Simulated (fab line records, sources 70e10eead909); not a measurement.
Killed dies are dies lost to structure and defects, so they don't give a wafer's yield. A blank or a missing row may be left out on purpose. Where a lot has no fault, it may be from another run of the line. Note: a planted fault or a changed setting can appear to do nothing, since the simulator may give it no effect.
fab line records | flow nand-harc
record lots=6 wafers=18 last-day=24
route steps=1159 shown P_BONDPAD@360 END@1159
lots that met no fault: from a run of the same line without faults
start-h: start of the lot's first displayed wafer, in hours after the record's first day | wait-h: hours elapsed since this lot's preceding step | " repeats the value in the row above | L1.1+2: several wafers, shown together as one row | - no value, or no start was given | * or withheld: withheld | < > ~ a bound
route shown NAME@n: a module of which the file shows steps, and the number in the route of the first | usual: mean and standard deviation over wafers with no fault | same: alike in all rows | chamber/n: place in a boat | sites: per-site readings | _std_site: standard deviation of those values | _edge_site: the outer-site mean with the inner-site mean subtracted | radius-mm: how far each site lies from the wafer's centre | mask NAME#n: copy n | behind: the tool/chamber that last shaped the wafer | hold: the reason the lot was held/the length of the hold in hours/how it ended | device: the transistor (n, p or np) that didn't switch | end of line: tests run on the same wafers once the route is complete | where a step has no rows: the recipe by itself | killed: count of dies lost to structure and defects at first sort (not the wafer's yield) | map: per-die view of a wafer (x killed, . not killed, _ where there is no die)
set.NAME: the setting that was run; set.NAME@STEP: the one run at that earlier step | model.NAME: the simulator's own value behind a step, which no gauge read
a table for each step, a row for each wafer; lots at some steps of the route
services: a tool's chamber out of use, with start hour (start-h, from the record's first day; less than 0 if before it), hours out, and reason
## steps
# step NHARC_P_BONDPAD_EBR_05
# step NHARC_P_BONDPAD_EXPOSE_06
# recipe na=0.55 dose-mj=37.06 mask-id=P_BPAD
# step NHARC_P_BONDPAD_PEB_07
# recipe peb-temp-c=128 peb-time-s=80
# step NHARC_P_BONDPAD_DEVELOP_08
# recipe time-s=50 dev-temp-c=22
# step NHARC_P_BONDPAD_CD_MEAS_09
# recipe target-cd-nm=500 landing-energy-ev=500
# usual cd-nm=499.5/1.2
# columns lot.wafer tool chamber start-h wait-h cd-nm
L899.1 cd-sem-02 0 144.65 - 498.2
L899.3 " 0 " " 498.7
L899.6 " 0 " " 500.9
L900.3 cd-sem-03 0 147.54 - 498.8
L900.5 " 0 " " 498.2
L900.6 " 0 " " 497.7
L914.3 cd-sem-01 0 240.55 - 497.9
L914.4 " 0 " " 499.0
L914.6 " 0 " " 498.2
L918.2 cd-sem-02 0 254.55 - 500.4
L918.3 " 0 " " 501.4
L918.6 " 0 " " 500.1
L919.1 cd-sem-01 0 258.06 - 501.0
L919.3 " 0 " " 496.8
L919.5 " 0 " " 499.6
L920.3 cd-sem-02 0 262.35 - 499.7
L920.5 " 0 " " 500.7
L920.6 " 0 " " 498.8
# step NHARC_P_BONDPAD_OVL_MEAS_38
# usual overlay-x-nm=0/5.9 overlay-y-nm=-2/4.8
# columns lot.wafer tool chamber start-h wait-h overlay-x-nm overlay-y-nm
L899.1 overlay-01 - 144.74 - -3 -6
L899.3 " - " " -3 -6
L899.6 " - " " -3 -6
L900.3 overlay-02 - 147.62 - -14 0
L900.5 " - " " -14 0
L900.6 " - " " -13 -1
L914.3 overlay-01 - 240.65 - -6 -10
L914.4 " - " " -6 -11
L914.6 " - " " -6 -10
L918.2 overlay-02 - 254.64 - -1 -4
L918.3 " - " " -1 -5
L918.6 " - " " -1 -5
L919.1 overlay-01 - 258.15 - -1 -13
L919.3 " - " " 0 -13
L919.5 " - " " 0 -13
L920.3 overlay-01 - 262.44 - 1 -2
L920.5 " - " " 0 -1
L920.6 " - " " 0 -2
# step NHARC_P_BONDPAD_HARDBAKE_10
# recipe temp-c=118 time-s=65
# step NHARC_P_BONDPAD_DESCUM_11
# recipe time-s=3 o2-flow-sccm=200 ar-flow-sccm=0 bias-power-w=0 chemistry=O2
# usual drypump-motor-current-A=5.5/0.43 o2-flow-sccm=200.0/0.61 oes-product-au=1.004/0.0083 rf-vpp-V=58.2/0.94 showerhead-plenum-p-Torr=2.02/0.064 throttle-valve-pct=11.311/0.0088
# columns lot.wafer tool chamber start-h wait-h drypump-motor-current-A o2-flow-sccm oes-product-au rf-hours-counter-h rf-vpp-V showerhead-plenum-p-Torr throttle-valve-pct
L899.1 rie-diel-11 1 144.87 - 5.6 200.4 0.995 13 58.0 2.03 11.317
L899.3 " 2 " " 4.6 199.8 0.991 13 57.3 2.05 11.318
L899.6 " 0 " " 5.5 200.1 0.996 - 57.8 2.06 11.311
L900.3 rie-diel-11 1 147.75 - 5.6 200.7 1.016 13 58.1 2.03 11.336
L900.5 " 0 " " 5.5 200.1 0.993 - 57.7 2.06 11.294
L900.6 " 1 " " 5.6 200.4 1.006 - 59.0 2.03 11.327
L914.3 rie-diel-11 0 240.77 - 5.5 200.1 1.005 4 59.4 2.06 11.308
L914.4 " 3 " " 5.7 199.7 1.001 4 57.1 2.06 11.302
L914.6 " 1 " " 5.7 199.9 1.006 - 58.6 2.03 11.320
L918.3 rie-diel-11 3 254.76 - 5.6 199.8 1.017 5 57.6 2.06 11.305
L918.2 " 0 " " 5.5 200.5 0.990 5 60.9 2.06 11.298
L918.6 " 0 " " 5.5 200.3 1.009 - 57.5 2.06 11.307
L919.1 rie-diel-11 0 258.27 - 5.5 200.5 1.019 5 58.2 2.06 11.313
L919.3 " 3 " " 5.7 198.5 1.015 5 59.2 2.06 11.309
L919.5 " 0 " " 5.5 200.8 1.002 - 58.6 2.06 11.314
L920.3 rie-diel-11 1 262.57 - 5.6 198.8 1.013 7 59.4 2.03 11.303
L920.6 " 0 " " 5.5 200.5 1.009 - 58.1 2.06 11.311
L920.5 " 1 " " 5.6 198.8 1.016 - 56.9 2.03 11.308
# step NHARC_P_BONDPAD_ETCH_37
# recipe target-depth-a=600 overetch-a=180 time-s=65.91 ion-energy-ev=200 n2-flow-sccm=150 h2-flow-sccm=150 ar-flow-sccm=0 rf-w=400 bias-w=150 chemistry=N2/H2
# usual drypump-motor-current-A=5.5/0.44 oes-product-au=1.004/0.0073 rf-vpp-V=433.9/2 run-length-s=87.2/0.46 showerhead-plenum-p-Torr=2.16/0.071 throttle-valve-pct=14.173/0.0092
# columns lot.wafer tool chamber start-h wait-h drypump-motor-current-A oes-product-au rf-hours-counter-h rf-vpp-V run-length-s showerhead-plenum-p-Torr throttle-valve-pct
L899.3 rie-diel-11 0 144.95 0.1 5.5 0.995 12 435.2 87.3 2.20 14.165
L899.1 " 1 " " 5.6 1.006 13 433.7 86.7 2.17 14.170
L899.6 " 0 " " 5.5 1.004 - 433.7 87.8 2.20 14.179
L900.3 rie-diel-11 3 147.87 0.1 5.6 1.005 13 435.5 87.7 2.21 14.181
L900.5 " 3 " " 5.7 0.994 - 436.5 87.7 2.21 14.171
L900.6 " 0 " " 5.5 0.997 - 434.6 87.4 2.20 14.174
L914.4 rie-diel-11 0 240.87 0.1 5.5 0.992 4 434.4 87.3 2.20 14.187
L914.3 " 1 " " 5.7 1.003 4 431.8 86.7 2.17 14.187
L914.6 " 3 " " 5.6 0.997 - 435.6 87.7 2.20 14.185
L918.3 rie-diel-11 1 254.87 0.1 5.7 1.012 5 433.4 87.1 2.17 14.185
L918.2 " 2 " " 4.7 1.020 5 434.7 86.9 2.19 14.171
L918.6 " 1 " " 5.7 1.013 - 432.6 86.9 2.17 14.165
L919.3 rie-diel-11 3 258.36 0.1 5.6 1.003 5 434.7 87.6 2.20 14.180
L919.1 " 0 " " 5.5 1.008 5 435.3 87.7 2.20 14.159
L919.5 " 3 " " 5.6 1.012 - 434.1 87.8 2.20 14.163
L920.3 rie-diel-11 3 262.66 0.1 5.6 1.013 6 435.9 87.4 2.20 14.164
L920.5 " 1 " " 5.7 1.004 - 432.5 87.2 2.16 14.174
L920.6 " 2 " " 4.7 1.019 - 434.1 86.7 2.19 14.169
# step NHARC_P_BONDPAD_ETCH_12
# recipe target-depth-a=2000 time-s=100 chf3-flow-sccm=50 o2-flow-sccm=10 ar-flow-sccm=200 rf-w=500 bias-w=200 chemistry=CHF3/O2
# usual drypump-motor-current-A=5.5/0.41 o2-flow-sccm=10.00/0.031 oes-product-au=0.949/0.022 rf-vpp-V=373.4/1.8 run-length-s=121.3/0.46 showerhead-plenum-p-Torr=2.54/0.076 throttle-valve-pct=20.572/0.0094
# columns lot.wafer tool chamber start-h wait-h drypump-motor-current-A o2-flow-sccm oes-product-au rf-hours-counter-h rf-vpp-V run-length-s showerhead-plenum-p-Torr throttle-valve-pct
L899.3 rie-diel-11 3 - - 5.6 9.97 0.919 13 374.1 121.7 2.58 20.585
L899.1 " 1 " " 5.6 10.01 0.938 13 373.9 120.8 2.54 20.570
L899.6 " 3 " " 5.7 10.00 0.931 - 375.7 122.0 2.58 20.559
L900.3 rie-diel-11 0 - - 5.5 10.01 0.918 13 374.0 121.2 2.58 20.571
L900.6 " 3 " " 5.7 10.00 0.920 - 373.2 121.5 2.58 20.553
L900.5 " 0 " " 5.5 9.93 0.936 - 374.7 121.8 2.58 20.569
L914.3 rie-diel-11 0 - - 5.5 10.00 0.927 4 375.0 121.5 2.57 20.583
L914.4 " 2 " " 4.7 10.02 0.923 4 374.6 121.1 2.57 20.569
L914.6 " 0 " " 5.5 10.00 0.935 - 374.4 121.6 2.57 20.560
L918.3 rie-diel-11 0 - - 5.5 10.06 0.929 5 375.1 121.9 2.57 20.570
L918.2 " 1 " " 5.6 10.04 0.926 5 373.7 120.8 2.54 20.567
L918.6 " 0 " " 5.5 9.99 0.928 - 374.6 121.7 2.57 20.565
L919.1 rie-diel-11 2 - - 4.7 9.99 0.942 5 375.0 121.5 2.57 20.565
L919.3 " 3 " " 5.6 9.98 0.934 5 373.9 121.5 2.58 20.570
L919.5 " 2 " " 4.7 10.03 0.945 - 375.4 120.7 2.57 20.586
L920.3 rie-diel-11 0 - - 5.5 9.98 0.924 6 376.2 121.2 2.57 20.566
L920.6 " 3 " " 5.7 10.00 0.930 - 374.9 121.7 2.58 20.584
L920.5 " 0 " " 5.5 10.00 0.926 - 373.7 121.9 2.57 20.569
# step NHARC_P_BONDPAD_CD_MEAS_13
# usual cd-nm=499.1/1.3
# columns lot.wafer tool chamber start-h wait-h cd-nm
L899.1 cd-sem-02 - 145.18 - 497.3
L899.3 " - " " 497.4
L899.6 " - " " 499.8
L900.3 cd-sem-02 - 148.11 - 497.9
L900.5 " - " " 496.6
L900.6 " - " " 496.8
L914.3 cd-sem-01 - 241.10 - 498.1
L914.4 " - " " 497.4
L914.6 " - " " 497.5
L918.2 cd-sem-03 - 255.11 - 500.9
L918.3 " - " " 501.0
L918.6 " - " " 500.6
L919.1 cd-sem-02 - 258.59 - 501.5
L919.3 " - " " 497.3
L919.5 " - " " 499.8
L920.3 cd-sem-02 - 262.88 - 498.6
L920.5 " - " " 500.0
L920.6 " - " " 498.9
# step NHARC_P_BONDPAD_STRIP_15
# recipe o2-flow-sccm=500 ar-flow-sccm=0 bias-w=0 chemistry=O2
# usual drypump-motor-current-A=5.5/0.45 o2-flow-sccm=500.1/1.4 oes-product-au=1.004/0.0082 rf-vpp-V=58.1/0.86 showerhead-plenum-p-Torr=3.70/0.13 throttle-valve-pct=17.036/0.0084
# columns lot.wafer tool chamber start-h wait-h drypump-motor-current-A o2-flow-sccm oes-product-au rf-hours-counter-h rf-vpp-V showerhead-plenum-p-Torr throttle-valve-pct
L899.1 rie-diel-11 0 145.28 0.1 5.5 498.7 1.002 13 57.0 3.78 17.037
L899.3 " 2 " " 4.7 502.7 1.003 13 58.6 3.77 17.027
L899.6 " 3 " " 5.6 499.2 0.998 - 57.4 3.79 17.034
L900.3 rie-diel-11 0 148.21 0.1 5.5 501.4 0.993 13 57.5 3.78 17.029
L900.5 " 2 " " 4.7 496.3 0.995 - 57.5 3.77 17.048
L900.6 " 3 " " 5.6 500.6 0.984 - 58.2 3.79 17.033
L914.3 rie-diel-12 1 241.19 0.1 6.0 501.0 0.995 9 57.2 3.50 17.044
L914.4 " 2 " " 5.2 500.0 0.988 9 57.2 3.39 17.035
L914.6 " 0 " " 6.1 503.2 1.001 - 57.2 3.71 17.037
L918.3 rie-diel-11 3 255.27 0.2 5.6 498.7 1.002 5 58.7 3.78 17.032
L918.2 " 1 " " 5.6 500.4 1.016 5 58.8 3.73 17.044
L918.6 " 2 " " 4.7 500.1 1.012 - 58.2 3.77 17.055
L919.3 rie-diel-11 1 258.68 0.1 5.7 497.7 1.005 5 58.6 3.73 17.027
L919.1 " 3 " " 5.6 500.8 0.999 5 58.4 3.78 17.040
L919.5 " 1 " " 5.6 500.0 1.014 - 57.4 3.73 17.040
L920.3 rie-diel-11 1 263.00 0.1 5.6 498.3 1.014 7 58.1 3.73 17.048
L920.6 " 2 " " 4.6 499.1 1.011 - 58.3 3.76 17.050
L920.5 " 3 " " 5.6 500.8 1.017 - 57.7 3.78 17.041
# step NHARC_P_BONDPAD_ETCH_24
# recipe target-depth-a=300 over-etch-frac=0.3 time-s=72.99 ion-energy-ev=150 cf4-flow-sccm=50 n2-flow-sccm=100 ar-flow-sccm=150 rf-w=300 bias-w=100 chemistry=CF4/N2
# usual drypump-motor-current-A=5.5/0.42 oes-product-au=1.004/0.0081 rf-vpp-V=316.3/1.8 run-length-s=94.3/0.45 showerhead-plenum-p-Torr=2.75/0.096 throttle-valve-pct=19.794/0.0084
# columns lot.wafer tool chamber start-h wait-h drypump-motor-current-A oes-product-au rf-hours-counter-h rf-vpp-V run-length-s showerhead-plenum-p-Torr throttle-valve-pct
L899.1 rie-diel-11 0 145.42 - 5.5 0.997 13 316.3 77.3 2.81 19.793
L899.3 " 1 " " 5.6 1.001 13 318.0 94.0 2.78 19.797
L899.6 " 0 " " 5.5 0.997 - 318.1 77.1 2.81 19.813
L900.3 rie-diel-11 1 148.33 - 5.6 0.998 13 317.2 94.0 2.78 19.798
L900.6 " 0 " " 5.5 0.995 - 317.3 77.5 2.82 19.781
L900.5 " 1 " " 5.6 1.007 - 316.6 93.8 2.78 19.801
L914.4 rie-diel-12 3 241.33 - 5.7 1.013 9 313.3 94.0 2.63 19.798
L914.3 " 1 " " 6.0 1.004 9 313.7 95.1 2.60 19.791
L914.6 " 3 " " 5.7 1.009 - 315.0 94.0 2.63 19.800
L918.2 rie-diel-11 3 255.41 - 5.7 1.017 5 317.2 94.8 2.82 19.803
L918.3 " 0 " " 5.5 1.002 5 317.4 94.3 2.81 19.785
L918.6 " 0 " " 5.5 1.011 - 315.9 94.6 2.81 19.796
L919.1 rie-diel-11 2 258.82 - 4.7 1.014 5 318.2 94.0 2.80 19.795
L919.3 " 1 " " 5.7 1.006 5 315.2 94.3 2.77 19.803
L919.5 " 3 " " 5.6 1.002 - 317.9 94.9 2.82 19.798
L920.3 rie-diel-11 3 263.13 - 5.6 1.014 6 318.6 94.6 2.82 19.793
L920.5 " 0 " " 5.5 1.012 - 317.3 94.3 2.81 19.784
L920.6 " 1 " " 5.6 1.022 - 316.8 94.3 2.77 19.794
# step NHARC_P_BONDPAD_STRIP_16
# recipe time-s=600 temp-c=30 chemistry=post-etch-residue-remover
# step NHARC_END_SORT_01
# recipe temp-c=25
# usual defect-limited-yield=95.4/1.6 killed-at-array=27/11 killed-at-other=0.8/1.4 killed-at-periphery=3.3/2 killed-dies=31/11 killed-open=3.4/1.8 killed-short=2.1/1.3 sort_bin_2_pct=1.4/0.7 sort_bin_3_pct=0.24/0.21 sort_bin_4_pct=2.9/1 sort-n-pass=646/11 sort-rim-yield-pct=95.4/2.8 sort-yield-pct=95.4/1.6
# same gross-dies=677 sort_bin_5_pct[%]=0 sort_bin_6_pct[%]=0 sort_bin_7_pct[%]=0 sort_bin_8_pct[%]=0 sort-rim-n-gross=106.00
# columns lot.wafer tool chamber start-h wait-h defect-limited-yield[%] killed-at-array killed-at-other killed-at-periphery killed-dies killed-open killed-short sort_bin_2_pct[%] sort_bin_3_pct[%] sort_bin_4_pct[%] sort-n-pass sort-rim-yield-pct[%] sort-yield-pct[%]
L899.1 prober-02 0 462.56 2.5 95.9 24 0 4 28 1 1 0.9 0.30 3.0 649 97.2 95.9
L899.3 prober-02 0 464.16 3.1 94.2 34 3 2 39 6 1 1.3 0.30 4.1 638 95.3 94.2
L899.6 prober-02 0 466.56 4.0 95.3 28 1 3 32 6 1 1.6 0.15 3.0 645 100.0 95.3
L918.2 prober-02 0 568.81 2.8 94.8 33 0 2 35 5 3 1.8 0.15 3.2 642 93.4 94.8
L918.3 prober-02 0 569.62 3.1 94.5 32 1 4 37 7 0 2.5 0.15 2.8 640 95.3 94.5
L918.6 prober-02 0 572.06 4.1 94.8 34 0 1 35 2 2 1.6 0.30 3.2 642 89.6 94.8
L920.3 prober-01 0 577.49 3.1 95.9 24 1 3 28 7 2 1.3 0 2.8 649 98.1 95.9
L920.5 prober-01 0 579.10 3.7 95.6 23 0 7 30 7 5 0.4 0 4.0 647 99.1 95.6
L920.6 prober-01 0 579.91 4.0 96.3 22 1 2 25 0 1 1.0 0.44 2.2 652 93.4 96.3
# killed by level:class
L899.1 A_CHANNEL_HOLE_D1:chamber-film-flake=13 A_STAIRCASE:chamber-film-flake=7 P_ZERO_WELL:chamber-film-flake=2 P_M0:geometric-particle:open=1 A_WL_FILL:geometric-particle:short=1 P_GATE:chamber-film-flake=1 A_ZERO_WELL:chamber-film-flake=1 A_SLIT:chamber-film-flake=1
L899.3 A_CHANNEL_HOLE_D1:chamber-film-flake=15 A_STAIRCASE:chamber-film-flake=8 A_CONTACT:geometric-particle:open=2 A_M0:geometric-particle:open=2 P_ZERO_WELL:chamber-film-flake=2 A_ZERO_WELL:chamber-film-flake=2 A_CONTACT:chamber-film-flake=2 THIN_TSV:chamber-film-flake=2
L899.6 A_CHANNEL_HOLE_D1:chamber-film-flake=14 A_STAIRCASE:chamber-film-flake=6 A_CONTACT:chamber-film-flake=2 P_M0:geometric-particle:open=1 P_M1:geometric-particle:open=1 A_ONON_D1:geometric-particle:open=1 A_WL_FILL:geometric-particle:short=1 A_WL_FILL:geometric-particle:open=1
L918.2 A_SLIT:chamber-film-flake=9 A_CHANNEL_HOLE_D1:chamber-film-flake=6 A_STAIRCASE:chamber-film-flake=6 A_CONTACT:chamber-film-flake=6 A_WL_FILL:geometric-particle:open=2 P_GATE:geometric-particle:open=1 P_GATE:geometric-particle:short=1 A_SOURCE_PLATE:geometric-particle:short=1
L918.3 A_SLIT:chamber-film-flake=18 A_STAIRCASE:chamber-film-flake=3 A_CONTACT:chamber-film-flake=3 P_M1:geometric-particle:open=2 A_BLC:geometric-particle:open=2 P_GATE:chamber-film-flake=2 A_SGD_CUT:geometric-particle:open=1 A_WL_FILL:geometric-particle:open=1
L918.6 A_SLIT:chamber-film-flake=13 A_CHANNEL_HOLE_D1:chamber-film-flake=8 A_STAIRCASE:chamber-film-flake=5 A_CONTACT:chamber-film-flake=3 A_SOURCE_PLATE:geometric-particle:short=1 A_WL_FILL:geometric-particle:short=1 A_CONTACT:geometric-particle:open=1 A_BLC:geometric-particle:open=1
L920.3 A_CHANNEL_HOLE_D1:chamber-film-flake=7 A_STAIRCASE:chamber-film-flake=4 A_ONON_D1:geometric-particle:open=3 P_ZERO_WELL:chamber-film-flake=2 A_SGD_CUT:chamber-film-flake=2 A_CONTACT:chamber-film-flake=2 P_M1:geometric-particle:open=1 A_SOURCE_PLATE:geometric-particle:short=1
L920.5 A_CHANNEL_HOLE_D1:chamber-film-flake=6 P_ZERO_WELL:chamber-film-flake=3 A_ONON_D1:geometric-particle:open=2 A_WL_FILL:geometric-particle:short=2 A_CHANNEL_FILL_D1:chamber-film-flake=2 A_STAIRCASE:chamber-film-flake=2 A_SGD_CUT:chamber-film-flake=2 P_GATE:geometric-particle:open=1
L920.6 A_CHANNEL_HOLE_D1:chamber-film-flake=8 A_CONTACT:chamber-film-flake=4 P_ZERO_WELL:chamber-film-flake=2 A_SGD_CUT:chamber-film-flake=2 A_SLIT:chamber-film-flake=2 A_M1:chamber-film-flake=2 A_CHANNEL_HOLE_D1:geometric-particle:short=1 A_CHANNEL_FILL_D1:chamber-film-flake=1
## services
# columns tool chamber start-h hours kind
rie-diel-12 3 138.02 3.7 repair
rie-diel-11 0 144.02 - clean
rie-diel-11 1 144.02 - clean
rie-diel-11 2 144.02 - clean
rie-diel-11 3 144.02 - clean
rie-diel-11 2 149.65 5.6 repair
rie-diel-11 0 168.52 - clean
rie-diel-11 1 168.52 - clean
rie-diel-11 2 168.52 - clean
rie-diel-11 3 168.52 - clean
rie-diel-12 3 170.97 13.6 repair
rie-diel-11 - 189.50 9.0 pm
rie-diel-11 0 189.50 9.0 vent-cycle
rie-diel-11 1 189.50 9.0 vent-cycle
rie-diel-11 2 189.50 9.0 vent-cycle
rie-diel-11 3 189.50 9.0 vent-cycle
rie-diel-11 0 198.50 - clean
rie-diel-11 1 198.50 - clean
rie-diel-11 2 198.50 - clean
rie-diel-11 3 198.50 - clean
rie-diel-12 2 200.30 15.2 repair
rie-diel-12 - 202.84 9.0 pm
rie-diel-11 0 223.00 - clean
rie-diel-11 1 223.00 - clean
## key
first-sign step=NHARC_P_BONDPAD_ETCH_24 reading=run-length-s direction=down sigmas=38 usual=* struck=*
effect none on later readings
met-at NHARC_P_BONDPAD_ETCH_24
struck-wafers L899.1,L899.6,L900.6
fault kind=process-parameter-drift tool=rie-diel-11 chamber=0 onset-h=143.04 steps=NHARC_P_BONDPAD_ETCH_24 channel=time-s offset=* shape=step end-h=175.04 acts-in=* stated=*
